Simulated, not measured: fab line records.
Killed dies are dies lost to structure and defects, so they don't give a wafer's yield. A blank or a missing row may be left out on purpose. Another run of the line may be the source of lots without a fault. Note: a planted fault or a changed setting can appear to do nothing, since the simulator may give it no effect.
Matching of chambers + flow nand_harc + NHARC_A_CHANNEL_FILL_D1_ALD_14 on ald_hk-04: 4 sister chambers
The step deposits SiO2, target thk 2.5 nm, pulse time 10 s, ald cycles 25. 4 wafers are shown with their chamber, then 10 later ones without.

== EACH WAFER AND ITS CHAMBER ==
| wafer  | chamber | heater_power_w (W) |
|--------|---------|--------------------|
| L085.6 | 1       | 442                |
| L088.2 | 2       | 445                |
| L088.4 | 3       | 441                |
| L086.5 | 0       | 453                |

== WAFERS WITHOUT THEIR CHAMBER ==
| wafer  | heater_power_w (W) |
|--------|--------------------|
| L086.6 | 456                |
| L089.2 | 440                |
| L089.4 | 440                |
| L089.5 | 464                |
| L091.1 | 449                |
| L091.2 | 455                |
| L091.3 | 451                |
| L097.1 | 462                |
| L097.2 | 447                |
| L097.5 | 459                |

== WHICH CHAMBER EACH WENT THROUGH ==
| wafer  | from the rows above               | in truth |
|--------|-----------------------------------|----------|
| L086.6 | can't be placed: 0 or 2           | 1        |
| L089.2 | can't be placed: 3 or 1 or 2      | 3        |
| L089.4 | can't be placed: 3 or 1 or 2      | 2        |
| L089.5 | can't be placed: 0 or 2           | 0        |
| L091.1 | can't be placed: 0 or 2 or 1 or 3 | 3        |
| L091.2 | can't be placed: 0 or 2           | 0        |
| L091.3 | can't be placed: 0 or 2 or 1 or 3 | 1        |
| L097.1 | can't be placed: 0 or 2           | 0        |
| L097.2 | can't be placed: 2 or 1 or 0 or 3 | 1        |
| L097.5 | can't be placed: 0 or 2           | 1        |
0 of 10 placed correctly. Can't be placed from these rows: 10 (the true chamber is among the candidates in 8). Placed wrongly: 0.
How it was worked out, from the rows above alone: a wafer's distance from a chamber is the root of the sum, over the readings, of the square of ((its reading less the chamber's mean) divided by the reading's scatter). The wafer belongs to the nearest chamber; if the next one is less than 2 further off, it can't be placed. The mean given for a chamber averages the wafers shown for that chamber. The scatter: root of mean squared gap, hidden wafer to nearest shown wafer, with one shown wafer a chamber.
